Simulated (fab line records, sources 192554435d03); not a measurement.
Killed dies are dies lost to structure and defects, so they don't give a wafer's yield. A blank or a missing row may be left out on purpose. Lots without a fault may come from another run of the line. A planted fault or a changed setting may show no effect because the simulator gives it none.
Chamber matching | flow n5_finfet | N5_SD_EPI_N_LINER_46 on ald_sin-03: 4 sister chambers
The step material SiNx, target thk 3 nm. 4 wafers are shown with their chamber, then 12 later ones without.

WAFERS WITH THEIR CHAMBER
wafer  | chamber | heater_power_w (W)
L089.4 | 0       | 999
L091.1 | 1       | 808
L091.2 | 3       | 916
L091.3 | 2       | 890

WAFERS WITHOUT THEIR CHAMBER
wafer  | heater_power_w (W)
L091.4 | 886
L091.5 | 937
L091.6 | 813
L094.1 | 792
L094.2 | 895
L094.3 | 940
L094.4 | 959
L094.5 | 810
L094.6 | 967
L096.1 | 883
L096.2 | 977
L096.5 | 982

WHICH CHAMBER EACH WENT THROUGH
wafer  | from the rows above          | in truth
L091.4 | can't be placed: 2 or 3      | 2
L091.5 | can't be placed: 3 or 2      | 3
L091.6 | 1                            | 1
L094.1 | 1                            | 1
L094.2 | can't be placed: 2 or 3      | 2
L094.3 | can't be placed: 3 or 2 or 0 | 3
L094.4 | can't be placed: 0 or 3 or 2 | 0
L094.5 | 1                            | 1
L094.6 | can't be placed: 0 or 3      | 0
L096.1 | can't be placed: 2 or 3      | 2
L096.2 | can't be placed: 0 or 3      | 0
L096.5 | 0                            | 0
Placed correctly: 4 of 12. Can't be placed from these rows: 8 (the true chamber is among the candidates in 8). Placed wrongly: 0.
How it was worked out, from the rows above alone: a wafer's distance from a chamber is the root of the sum, over the readings, of the square of ((its reading less the chamber's mean) divided by the reading's scatter). The wafer belongs to the nearest chamber; if the next one is less than 2 further off, it can't be placed. A chamber's mean is the mean of its shown wafers. The scatter: with one shown wafer a chamber, the root of the mean of the squares of how far each hidden wafer lies from its nearest shown one.
